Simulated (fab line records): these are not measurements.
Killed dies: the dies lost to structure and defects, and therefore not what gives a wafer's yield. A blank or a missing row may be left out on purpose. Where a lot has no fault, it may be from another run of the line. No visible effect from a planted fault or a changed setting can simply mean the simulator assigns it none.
Chamber matching | flow n5Finfet | 4 sister chambers for N5_BEOL_M5_STRIP_64 on rieDiel-03
The step strips in CF4. 8 wafers are shown with their chamber, then 7 later ones without.

WAFERS PAIRED WITH THEIR CHAMBERS
wafer  | chamber | drypumpMotorCurrentA (A) | throttleValvePct (%)
L075.1 | 1       | 6.0                      | 14.02
L077.5 | 2       | 5.8                      | 13.48
L077.6 | 1       | 6.0                      | 14.03
L082.1 | 2       | 5.8                      | 13.49
L082.2 | 3       | 6.7                      | 13.21
L082.5 | 0       | 4.9                      | 13.38
L088.1 | 3       | 6.6                      | 13.26
L088.4 | 0       | 4.9                      | 13.41

WAFERS WHOSE CHAMBER IS MISSING
wafer  | drypumpMotorCurrentA (A) | throttleValvePct (%)
L088.6 | 6.0                      | 14.09
L092.4 | 4.9                      | 13.44
L092.5 | 6.6                      | 13.29
L092.6 | 5.7                      | 13.56
L097.1 | 6.0                      | 14.15
L097.2 | 5.7                      | 13.57
L097.3 | 6.6                      | 13.33

EACH ONE'S CHAMBER
wafer  | from the rows above | in truth
L088.6 | 1                   | 1
L092.4 | 0                   | 0
L092.5 | 3                   | 3
L092.6 | 2                   | 2
L097.1 | 1                   | 1
L097.2 | 2                   | 2
L097.3 | 3                   | 3
7 of 7 placed correctly. Left unplaced by these rows: 0. 0 placed wrongly.
How it was worked out, from the rows above alone: a wafer's distance from a chamber is the root of the sum, over the readings, of the square of ((its reading less the chamber's mean) divided by the reading's scatter). The wafer belongs to the nearest chamber; if the next one is less than 2 further off, it can't be placed. Each chamber's mean is taken over the wafers shown for it. The scatter is the square root of a quotient: the sum, over the shown wafers, of each reading's squared deviation from its chamber's mean, divided by wafers minus chambers.
